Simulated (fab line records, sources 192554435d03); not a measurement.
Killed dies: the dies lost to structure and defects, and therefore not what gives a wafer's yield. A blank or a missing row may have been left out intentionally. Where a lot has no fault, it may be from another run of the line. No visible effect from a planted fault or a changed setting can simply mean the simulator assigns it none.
Lot-split experiment || flow n5_finfet || 21 wafers read across 7 lots, on a route 1938 steps long

THE SPLIT
At N5_BEOL_M7_VIA_ETCH_34 (etches SiCOH lowk in C4F6/O2, target depth 125.5 nm, time 50.5 s), the setting time_s was moved away from the recipe's 50.5 s on 10 of the 21 wafers read, by -12.5% to +16.9%. This setting was run at the recipe's value on the other wafers.

The split's own step is where the reading is taken.

THE READING
SOC_of_BEOL_M7_COAT_63.thk_nm (the simulator's own value, which no gauge read), in nm, at N5_BEOL_M7_VIA_ETCH_34 (etches SiCOH lowk in C4F6/O2, target depth 125.5 nm, time 50.5 s). The file gives no usual value for it. Across the 11 wafers here that went through the recipe, the average is 53.9 nm and the standard deviation 0.22 nm.

{"wafer": "L075.1", "tool, chamber at the split": "rie_diel-02, 1", "time_s as run, s": 44.19, "against the recipe": "-12.5%", "SOC_of_BEOL_M7_COAT_63.thk_nm, nm": 54.4, "against lot-mates on the recipe": "+0.6"}
{"wafer": "L075.2", "tool, chamber at the split": "rie_diel-02, 0", "time_s as run, s": 50.5, "against the recipe": "recipe", "SOC_of_BEOL_M7_COAT_63.thk_nm, nm": 53.8, "against lot-mates on the recipe": "-"}
{"wafer": "L075.4", "tool, chamber at the split": "rie_diel-02, 3", "time_s as run, s": 44.19, "against the recipe": "-12.5%", "SOC_of_BEOL_M7_COAT_63.thk_nm, nm": 54.6, "against lot-mates on the recipe": "+0.8"}
{"wafer": "L086.2", "tool, chamber at the split": "rie_diel-05, 1", "time_s as run, s": 50.5, "against the recipe": "recipe", "SOC_of_BEOL_M7_COAT_63.thk_nm, nm": 54.2, "against lot-mates on the recipe": "-"}
{"wafer": "L086.3", "tool, chamber at the split": "rie_diel-05, 3", "time_s as run, s": 50.5, "against the recipe": "recipe", "SOC_of_BEOL_M7_COAT_63.thk_nm, nm": 53.8, "against lot-mates on the recipe": "-"}
{"wafer": "L086.4", "tool, chamber at the split": "rie_diel-05, 0", "time_s as run, s": 50.5, "against the recipe": "recipe", "SOC_of_BEOL_M7_COAT_63.thk_nm, nm": 54.2, "against lot-mates on the recipe": "-"}
{"wafer": "L087.2", "tool, chamber at the split": "rie_diel-05, 1", "time_s as run, s": 50.5, "against the recipe": "recipe", "SOC_of_BEOL_M7_COAT_63.thk_nm, nm": 53.8, "against lot-mates on the recipe": "-"}
{"wafer": "L087.4", "tool, chamber at the split": "rie_diel-05, 2", "time_s as run, s": 59.04, "against the recipe": "+16.9%", "SOC_of_BEOL_M7_COAT_63.thk_nm, nm": 53, "against lot-mates on the recipe": -0.8}
{"wafer": "L087.5", "tool, chamber at the split": "rie_diel-05, 1", "time_s as run, s": 59.04, "against the recipe": "+16.9%", "SOC_of_BEOL_M7_COAT_63.thk_nm, nm": 53, "against lot-mates on the recipe": -0.8}
{"wafer": "L090.1", "tool, chamber at the split": "rie_diel-05, 1", "time_s as run, s": 45.41, "against the recipe": "-10.1%", "SOC_of_BEOL_M7_COAT_63.thk_nm, nm": 54.8, "against lot-mates on the recipe": "+0.6"}
{"wafer": "L090.3", "tool, chamber at the split": "rie_diel-05, 0", "time_s as run, s": 50.5, "against the recipe": "recipe", "SOC_of_BEOL_M7_COAT_63.thk_nm, nm": 54.2, "against lot-mates on the recipe": "-"}
{"wafer": "L090.4", "tool, chamber at the split": "rie_diel-05, 2", "time_s as run, s": 45.41, "against the recipe": "-10.1%", "SOC_of_BEOL_M7_COAT_63.thk_nm, nm": 54.6, "against lot-mates on the recipe": "+0.4"}
{"wafer": "L092.2", "tool, chamber at the split": "rie_diel-05, 3", "time_s as run, s": 50.5, "against the recipe": "recipe", "SOC_of_BEOL_M7_COAT_63.thk_nm, nm": 53.6, "against lot-mates on the recipe": "-"}
{"wafer": "L092.3", "tool, chamber at the split": "rie_diel-05, 1", "time_s as run, s": 58.31, "against the recipe": "+15.5%", "SOC_of_BEOL_M7_COAT_63.thk_nm, nm": 52.8, "against lot-mates on the recipe": -0.8}
{"wafer": "L092.5", "tool, chamber at the split": "rie_diel-05, 3", "time_s as run, s": 50.5, "against the recipe": "recipe", "SOC_of_BEOL_M7_COAT_63.thk_nm, nm": 53.6, "against lot-mates on the recipe": "-"}
{"wafer": "L091.1", "tool, chamber at the split": "rie_diel-02, 1", "time_s as run, s": 50.5, "against the recipe": "recipe", "SOC_of_BEOL_M7_COAT_63.thk_nm, nm": 53.8, "against lot-mates on the recipe": "-"}
{"wafer": "L091.3", "tool, chamber at the split": "rie_diel-02, 2", "time_s as run, s": 54.34, "against the recipe": "+7.6%", "SOC_of_BEOL_M7_COAT_63.thk_nm, nm": 53.4, "against lot-mates on the recipe": -0.5}
{"wafer": "L091.5", "tool, chamber at the split": "rie_diel-02, 1", "time_s as run, s": 50.5, "against the recipe": "recipe", "SOC_of_BEOL_M7_COAT_63.thk_nm, nm": 54, "against lot-mates on the recipe": "-"}
{"wafer": "L093.1", "tool, chamber at the split": "rie_diel-02, 2", "time_s as run, s": 47.57, "against the recipe": "-5.8%", "SOC_of_BEOL_M7_COAT_63.thk_nm, nm": 54.6, "against lot-mates on the recipe": "+0.8"}
{"wafer": "L093.4", "tool, chamber at the split": "rie_diel-02, 3", "time_s as run, s": 47.57, "against the recipe": "-5.8%", "SOC_of_BEOL_M7_COAT_63.thk_nm, nm": 54.2, "against lot-mates on the recipe": "+0.4"}
{"wafer": "L093.5", "tool, chamber at the split": "rie_diel-02, 0", "time_s as run, s": 50.5, "against the recipe": "recipe", "SOC_of_BEOL_M7_COAT_63.thk_nm, nm": 53.8, "against lot-mates on the recipe": "-"}

THE FIT
A straight line over all 21 wafers: SOC_of_BEOL_M7_COAT_63.thk_nm changes by -0.0607 nm for each +1% of time_s; r = -0.93; the points scatter about the line by 0.21 nm.
The same after taking each lot's own level away (the mean of its wafers on the recipe; 21 wafers): -0.0536 nm for each +1%; r = -0.95; scatter 0.15 nm.
Per that fit: largest time_s move, reading shift of 0.91 nm.
Across the lots, their own levels run from 53.60 to 54.20 nm, a range of 2.8 times the standard deviation given above.
Hence the slope depends on the lot-to-lot level, as the two fits are not the same.
Check: -0.896 nm against its lot-mates is what the line predicts for one of the wafers moved furthest among these (+16.9%) when that wafer is left out of the fit. Against them it came out at -0.8 nm.

ADDITIONAL SPLITS CARRIED BY THESE WAFERS
These wafers also went through other splits before the reading. Each is held against what the fit with the lots' levels taken away leaves over:
{"other split on the same wafers": "N5_BEOL_M7_COAT_05 spin_rpm", "wafers away from the commonest value": 10, "r with SOC_of_BEOL_M7_COAT_63.thk_nm (lot level and that fit taken away)": -0.34}

THE WHOLE CHAIN: every reading that the file lists as answering this split, in the file's order
{"step": "N5_BEOL_M7_VIA_ETCH_34", "what it does": "etches SiCOH lowk in C4F6/O2, target depth 125.5 nm, time 50.5 s", "reading": "etch.depth_nm (the simulator's own value, which no gauge read)", "change (the file's fit)": "+1.13 nm for each +1% of the setting", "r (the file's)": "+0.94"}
{"step": "N5_BEOL_M7_VIA_ETCH_34", "what it does": "etches SiCOH lowk in C4F6/O2, target depth 125.5 nm, time 50.5 s", "reading": "SOC_of_BEOL_M7_COAT_63.thk_nm (the simulator's own value, which no gauge read)", "change (the file's fit)": "-0.0537 nm for each +1% of the setting", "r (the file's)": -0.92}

FILE'S OWN FIT
SOC_of_BEOL_M7_COAT_63.thk_nm changes by -0.0537 nm for each +1% of time_s, r = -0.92.
